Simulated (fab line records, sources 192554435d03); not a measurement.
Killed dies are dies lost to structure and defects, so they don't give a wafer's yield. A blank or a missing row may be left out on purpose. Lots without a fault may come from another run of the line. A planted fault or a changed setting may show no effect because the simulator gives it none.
Chamber matching | flow n5_finfet | N5_BEOL_M8_VIA_ETCH_34 on rie_diel-05: 4 sister chambers
The step etches SiCOH lowk in C4F6/O2, target depth 125.5 nm, time 50.5 s. 20 wafers are shown with their chamber, then 10 later ones without.

WAFERS WITH THEIR CHAMBER
wafer  | chamber | showerhead_plenum_p_Torr (Torr) | rf_vpp_V (V) | drypump_motor_current_A (A)
L075.3 | 3       | 2.77                            | 679          | 5.7
L075.4 | 2       | 3.02                            | 675          | 6.5
L075.6 | 3       | 2.77                            | 679          | 5.8
L078.1 | 2       | 3.01                            | 671          | 6.5
L078.2 | 0       | 2.73                            | 664          | 5.5
L078.6 | 0       | 2.73                            | 664          | 5.4
L077.2 | 0       | 2.73                            | 664          | 5.4
L077.3 | 3       | 2.76                            | 677          | 5.8
L077.5 | 2       | 3.01                            | 672          | 6.5
L080.2 | 1       | 2.81                            | 640          | 5.4
L080.3 | 3       | 2.76                            | 678          | 5.7
L080.5 | 3       | 2.76                            | 677          | 5.7
L087.2 | 2       | 3.00                            | 673          | 6.4
L087.3 | 0       | 2.73                            | 663          | 5.5
L087.6 | 1       | 2.81                            | 639          | 5.4
L086.2 | 2       | 3.00                            | 673          | 6.5
L086.4 | 3       | 2.76                            | 677          | 5.7
L086.5 | 1       | 2.80                            | 640          | 5.5
L088.1 | 0       | 2.73                            | 661          | 5.5
L088.3 | 1       | 2.80                            | 641          | 5.4

SIGNATURES (means of the wafers above)
reading                  | chamber 0 | chamber 1 | chamber 2 | chamber 3 | scatter within a chamber
showerhead_plenum_p_Torr | 2.7300    | 2.8050    | 3.0080    | 2.7633    | 0.00566
rf_vpp_V                 | 663.20    | 640.00    | 672.80    | 677.83    | 1.18
drypump_motor_current_A  | 5.460     | 5.425     | 6.480     | 5.733     | 0.0505
Rule: a wafer's distance from a chamber is the root of the sum, over the readings, of the square of ((its reading less the chamber's mean) divided by the reading's scatter). The wafer belongs to the nearest chamber; if the next one is less than 2 further off, it can't be placed. The scatter: the root of (the sum of the squares of (reading less its chamber's mean) over the shown wafers, divided by (wafers less chambers)).

WAFERS WITHOUT THEIR CHAMBER
wafer  | showerhead_plenum_p_Torr (Torr) | rf_vpp_V (V) | drypump_motor_current_A (A)
L088.4 | 2.75                            | 678          | 5.7
L091.2 | 2.80                            | 639          | 5.4
L091.4 | 2.75                            | 679          | 5.7
L091.5 | 2.75                            | 678          | 5.8
L096.1 | 2.80                            | 640          | 5.4
L096.2 | 2.75                            | 679          | 5.6
L096.5 | 2.75                            | 678          | 5.6
L097.1 | 2.72                            | 664          | 5.4
L097.2 | 2.80                            | 638          | 5.5
L097.4 | 2.75                            | 677          | 5.7

WHICH CHAMBER EACH WENT THROUGH
wafer  | from the rows above | in truth
L088.4 | 3                   | 3
L091.2 | 1                   | 1
L091.4 | 3                   | 3
L091.5 | 3                   | 3
L096.1 | 1                   | 1
L096.2 | 3                   | 3
L096.5 | 3                   | 3
L097.1 | 0                   | 0
L097.2 | 1                   | 1
L097.4 | 3                   | 3
Placed correctly: 10 of 10. Can't be placed from these rows: 0. Placed wrongly: 0.
